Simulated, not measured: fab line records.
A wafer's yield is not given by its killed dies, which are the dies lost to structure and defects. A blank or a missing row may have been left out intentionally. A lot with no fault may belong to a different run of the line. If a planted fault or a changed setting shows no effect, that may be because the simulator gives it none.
Struck lot and sound lot, side by side -- flow n5 finfet -- 38 steps out of a route of 1938
Sound: these wafers, L484.1, L484.2, L484.6. Wafers L494.3, L494.4, L494.5 were the ones struck. The cause is named last.
Order at every step that has rows: each side's tool, ch and its chambers, its first start. Under that, the readings that differ: sound wafers -- struck wafers -- difference of the means -- sigmas: that difference in standard deviations of wafers without a fault.
alike: words and numbers the same on both sides, and readings whose means are apart by under 2 such deviations; not compared: readings that were withheld, readings missing a value for some wafer, numbers with overlapping values and no deviation given by the record, and bounds like >300 which may hide the same value.
A row with sigmas, a row that says differs or no value, or rows on one side alone: a step with any of these is where the two part. Numbers that have no deviation but don't overlap get no sigmas and don't part them. A reading that every wafer of one side lacks parts them only if that side has two wafers or more.

first, 11 steps without rows for these wafers: N5_MOL_CONTACT_COAG_STRIP_107 (strips in N2/H2); N5_MOL_CONTACT_COAG_STRIP_108 (strips in N2/H2); N5_MOL_CONTACT_COAG_CONTACT_ETCH_14 (etches SiO2 in C4F6/O2, target depth 27.5 nm, overetch 8.5 nm, time 20 s); N5_MOL_CONTACT_COAG_STRIP_109 (strips in C4F6/O2); N5_MOL_CONTACT_COAG_ETCH_15 (etches SiNx in CH3F/O2, stops on Si:P, target depth 7 nm); N5_MOL_CONTACT_COAG_ETCH_110 (etches Si in CF4/O2, target depth 2.5 nm, time 8 s); N5_MOL_CONTACT_COAG_STRIP_98 (strips in N2/H2); N5_MOL_CONTACT_COAG_IMPLANT_129; N5_MOL_CONTACT_COAG_PRECLEAN_111 (cleans in NF3:NH3, afs cycles 1, time 20 s, sublimation time 60 s); N5_MOL_CONTACT_COAG_TI_SIL_19 (material Ti, target thk 4.2 nm, time 15 s); N5_MOL_CONTACT_COAG_ALD_20 (deposits TiN, target thk 1.5 nm, pulse time 1 s, purge time 3 s).
N5_MOL_CONTACT_COAG_SIL_ANNEAL_21: time 60 s.
  sound on rtp anneal-02 ch 0, day 6 00:02; struck on rtp anneal-02, day 8 13:22
  no value came back on the struck wafers for lamp power pct (%), lamp_zone_1_pct (%), wafer_temp_C_max; on the sound wafers lamp power pct (%) reads 6.7 6.7 6.7
then, 24 steps without rows for these wafers: N5_MOL_CONTACT_COAG_PRE_CLEAN_141 (time 60 s); N5_MOL_CONTACT_COAG_SPUTTER_143 (material Co, target thk 2.5 nm); N5_MOL_CONTACT_COAG_CO_FILL_22 (material Co, precursor CCTBA/H2, target thk 20 nm); N5_MOL_CONTACT_COAG_ANNEAL_113 (time 300 s); N5_MOL_CONTACT_COAG_PRE_CLEAN_142 (time 60 s); N5_MOL_CONTACT_COAG_SPUTTER_130 (material Co, target thk 47.5 nm); N5_MOL_CONTACT_COAG_PRECLEAN_125 (cleans in DIW, time 57.5 s); N5_MOL_CONTACT_COAG_SRD_126 (dry time 32 s); N5_MOL_CONTACT_COAG_CMP_23 (polishes, stops on SiO2, t overpolish 1.5 s, target thk 0 nm); N5_MOL_CONTACT_COAG_WET_ETCH_26 (target Co, target depth 13 nm); N5_MOL_CONTACT_COAG_WET_ETCH_116 (etches the open film in SC1-inhibited, target depth 4.6 nm, rinse time 30 s); N5_MOL_CONTACT_COAG_ALD_27 (deposits SiOC, target thk 17 nm, pulse time 1.5 s, time 2720 s); N5_MOL_CONTACT_COAG_CMP_28 (polishes, stops on SiNx, t overpolish 0.85 s, target thk 14.522 nm); N5_MOL_CONTACT_COAG_ALD_123 (deposits SiNx, target thk 5 nm, pulse time 1 s, purge time 2 s); N5_MOL_CONTACT_COAG_PECVD_31 (deposits SiO2 from TEOS/O2, target thk 46 nm, time 8.9 s); N5_MOL_CONTACT_COAG_COAT_75 (time 60 s, resist thk 60 nm); N5_MOL_CONTACT_COAG_COAT_76 (time 60 s, resist thk 10 nm); N5_MOL_CONTACT_COAG_COAT_77 (time 60 s, resist thk 10 nm); N5_MOL_CONTACT_COAG_COAT_78 (resist thk 40 nm); N5_MOL_CONTACT_COAG_EBR_80; N5_MOL_CONTACT_COAG_SOFTBAKE_79 (time 60 s); N5_MOL_CONTACT_COAG_EXPOSE_81 (exposes mask VG, defocus 0 nm); N5_MOL_CONTACT_COAG_PEB_82 (peb time 60 s); N5_MOL_CONTACT_COAG_DEVELOP_83 (develop time 30 s).
-- a jump in the record: the struck wafers' starts before and after are 3 days apart (it breaks off in module MOL_CONTACT_COAG and resumes in module BEOL_M4, where the first step shown is number 1111 of the route) --
N5_BEOL_M4_RC_MEAS_101:
  sound on prober-02 ch 0, day 9 02:13; struck on prober-01 ch 0, day 11 09:24
reading,sound,struck,difference,sigmas
ION_N (uA/um),667 666 678,609 617 606,-60,-5
ION_P (uA/um),459 459 462,412 418 413,-46,-6
RC_DENSE_N (ohm.um),18.9 19.7 19.5,70.2 71.1 68.8,+50.7,+99 or more
RC_DENSE_P (ohm.um),23.8 24.6 24.3,88.0 87.5 86.3,+63.0,+99 or more
RC_N (ohm.um),15.5 16.0 15.7,57.4 57.4 55.9,+41.2,+99 or more
RC_P (ohm.um),19.3 20.1 19.7,71.3 70.6 69.7,+50.8,+99 or more
REXT_N (ohm.um),75.0 76.4 75.6,111.2 110.8 109.8,+34.9,+22
REXT_P (ohm.um),99.1 98.1 98.4,142.0 141.5 138.5,+42.1,+16
VT_P (mV),-251 -253 -248,-258 -258 -261,-8,-2
  alike: DIBL_N, DIBL_P, IOFF_N, IOFF_P, SS_N, SS_P, VT_N
-- the record jumps here: 4 days lie between the struck wafers' starts before and after (it left off in module BEOL_M4 and takes up again in module PASSIVATION, whose first step shown is number 1936 of the route) --
N5_PASSIVATION_PROBE_49:
  only the struck wafers here have rows in the record (prober-02, day 15 16:48); the sound ones have none

== WHERE THEY PART ==
Earliest at N5_MOL_CONTACT_COAG_SIL_ANNEAL_21; latest, in this record, at N5_PASSIVATION_PROBE_49.

WHY: whatever the simulator had introduced
Step skipped in full: rtp anneal-02, at N5_MOL_CONTACT_COAG_SIL_ANNEAL_21, from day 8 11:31 onward. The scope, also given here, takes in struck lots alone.
